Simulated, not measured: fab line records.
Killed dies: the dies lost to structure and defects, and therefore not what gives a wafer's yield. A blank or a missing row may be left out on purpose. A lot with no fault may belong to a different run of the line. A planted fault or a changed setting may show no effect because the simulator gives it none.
Which tool was responsible? + flow n5Finfet + 30 wafers from 10 lots sampled at 5 of the route's 1938 steps

WHAT THE GAUGES SHOWED, per wafer
N5_BEOL_M4_RC_MEAS_101.
| lot  | measured     | on        | DIBL_N (mV/V)  |
|------|--------------|-----------|----------------|
| L718 | day 8 15:29  | prober-01 | 35.6 39.3 37.9 |
| L721 | day 9 06:27  | prober-02 | 34.7 31.1 35.3 |
| L728 | day 10 15:20 | prober-01 | 36.0 36.2 37.3 |
| L729 | day 11 11:31 | prober-02 | 34.3 39.5 32.7 |
| L731 | day 11 12:50 | prober-01 | 35.2 35.3 33.4 |
| L730 | day 11 18:20 | prober-02 | 33.6 35.7 34.1 |
| L735 | day 12 05:58 | prober-01 | 33.1 32.3 33.5 |
| L734 | day 12 14:50 | prober-01 | 37.6 35.6 38.4 |
| L741 | day 14 14:02 | prober-02 | 38.0 36.1 36.0 |
| L740 | day 14 15:19 | prober-01 | 35.5 32.7 35.4 |

WHAT TOOL EACH LOT RAN ON (gives the tool, then ch and the chambers of the sampled wafers, and finally the start)
| lot  | N5_BEOL_M4_ANNEAL_87        | N5_BEOL_M4_ANNEAL_91        | N5_BEOL_M4_SPUTTER_92       | N5_BEOL_M4_SPUTTER_96       |
|------|-----------------------------|-----------------------------|-----------------------------|-----------------------------|
| L718 | pvdSputter-02, day 8 13:07  | pvdSputter-02, day 8 13:33  | pvdSputter-02, day 8 13:41  | pvdSputter-02, day 8 14:08  |
| L721 | pvdSputter-02, day 9 04:11  | pvdSputter-02, day 9 04:37  | pvdSputter-02, day 9 04:46  | pvdSputter-02, day 9 05:12  |
| L728 | pvdSputter-01, day 10 12:26 | pvdSputter-01, day 10 12:52 | pvdSputter-01, day 10 13:01 | pvdSputter-01, day 10 13:27 |
| L729 | pvdSputter-02, day 11 09:05 | pvdSputter-02, day 11 09:32 | pvdSputter-02, day 11 09:40 | pvdSputter-02, day 11 10:07 |
| L731 | pvdSputter-01, day 11 10:13 | pvdSputter-01, day 11 10:40 | pvdSputter-01, day 11 10:48 | pvdSputter-01, day 11 11:14 |
| L730 | pvdSputter-03, day 11 16:07 | pvdSputter-03, day 11 16:35 | pvdSputter-03, day 11 16:45 | pvdSputter-03, day 11 17:13 |
| L735 | pvdSputter-02, day 12 03:40 | pvdSputter-02, day 12 04:07 | pvdSputter-02, day 12 04:15 | pvdSputter-02, day 12 04:41 |
| L734 | pvdSputter-02, day 12 12:37 | pvdSputter-02, day 12 13:03 | pvdSputter-02, day 12 13:11 | pvdSputter-02, day 12 13:38 |
| L741 | pvdSputter-02, day 14 11:51 | pvdSputter-02, day 14 12:17 | pvdSputter-02, day 14 12:26 | pvdSputter-02, day 14 12:52 |
| L740 | pvdSputter-01, day 14 12:49 | pvdSputter-01, day 14 13:15 | pvdSputter-01, day 14 13:23 | pvdSputter-01, day 14 13:50 |
- N5_BEOL_M4_ANNEAL_87: time 240 s.
- N5_BEOL_M4_ANNEAL_91: time 240 s.
- N5_BEOL_M4_SPUTTER_92: material Cu, target thk 4.5 nm, time 8.29 s.
- N5_BEOL_M4_SPUTTER_96: material Cu, target thk 4.5 nm, time 8.29 s.

THE ANSWER, worked out from the rows above alone
Rule: what is usual is taken from the lots themselves. The widest of any qualifying gaps counts: lots, ordered by their means at a reading, are off when they make up no more than a third of the lots, leave a main group of 4 or more, and stand apart from it by 3 or more times the standard deviation of that group's means. A main group whose means are all the same, to the digits that the tables above print for the reading, isn't used. A lot without any number at a reading at which 4 lots or more have one is off too. Where the step has rows for the other lots, those lots are counted as sound.
None of the lots is off at any reading shown; this tells nothing.

WHAT THE SIMULATOR HAD INSERTED
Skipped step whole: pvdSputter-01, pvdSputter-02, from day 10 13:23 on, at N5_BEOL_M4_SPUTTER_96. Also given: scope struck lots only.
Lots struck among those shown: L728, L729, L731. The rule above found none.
